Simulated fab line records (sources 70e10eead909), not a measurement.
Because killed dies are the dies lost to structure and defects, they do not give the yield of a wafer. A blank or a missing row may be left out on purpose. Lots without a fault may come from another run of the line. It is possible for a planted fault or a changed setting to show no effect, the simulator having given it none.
Chamber matching | flow nandHarc | 4 sister chambers for NHARC_A_STAIRCASE_CMP_152 on cmp-01
The step polishes. 8 wafers are shown with their chamber, then 7 later ones without.

## WAFERS PAIRED WITH THEIR CHAMBERS
wafer  | chamber | motorCurrentA (A) | padLifeWafers
L079.2 | 1       | 12.1              | 306
L083.2 | 0       | 15.6              | 548
L086.1 | 1       | 11.5              | 27
L086.2 | 2       | 13.2              | 24
L086.4 | 3       | 11.1              | 25
L089.1 | 2       | 14.1              | 84
L089.4 | 0       | 14.4              | 86
L085.1 | 3       | 10.7              | 96

## WAFERS MISSING THEIR CHAMBER
wafer  | motorCurrentA (A) | padLifeWafers
L085.3 | 12.3              | 98
L092.2 | 12.4              | 175
L092.3 | 11.3              | 177
L094.4 | 12.8              | 333
L095.2 | 12.6              | 343
L097.3 | 12.0              | 410
L097.4 | 14.4              | 409

## CHAMBER TAKEN BY EACH
wafer  | from the rows above               | in truth
L085.3 | can't be placed: 1 or 2 or 3      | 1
L092.2 | can't be placed: 1 or 2 or 3      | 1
L092.3 | can't be placed: 1 or 3           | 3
L094.4 | can't be placed: 1 or 2 or 3 or 0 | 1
L095.2 | can't be placed: 1 or 2 or 3      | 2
L097.3 | can't be placed: 1 or 3           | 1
L097.4 | can't be placed: 0 or 2           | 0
Placed correctly: 0 of 7. Unplaceable from these rows: 7, with the true chamber sitting among the candidates in 7. Wrongly placed: 0.
How it was worked out, from the rows above alone: a wafer's distance from a chamber is the root of the sum, over the readings, of the square of ((its reading less the chamber's mean) divided by the reading's scatter). If the next closest chamber is less than 2 further off than the closest, the wafer can't be placed; otherwise it belongs to the closest. Each chamber's mean is taken over the wafers shown for it. The scatter is the square root of a quotient: the sum, over the shown wafers, of each reading's squared deviation from its chamber's mean, divided by wafers minus chambers.
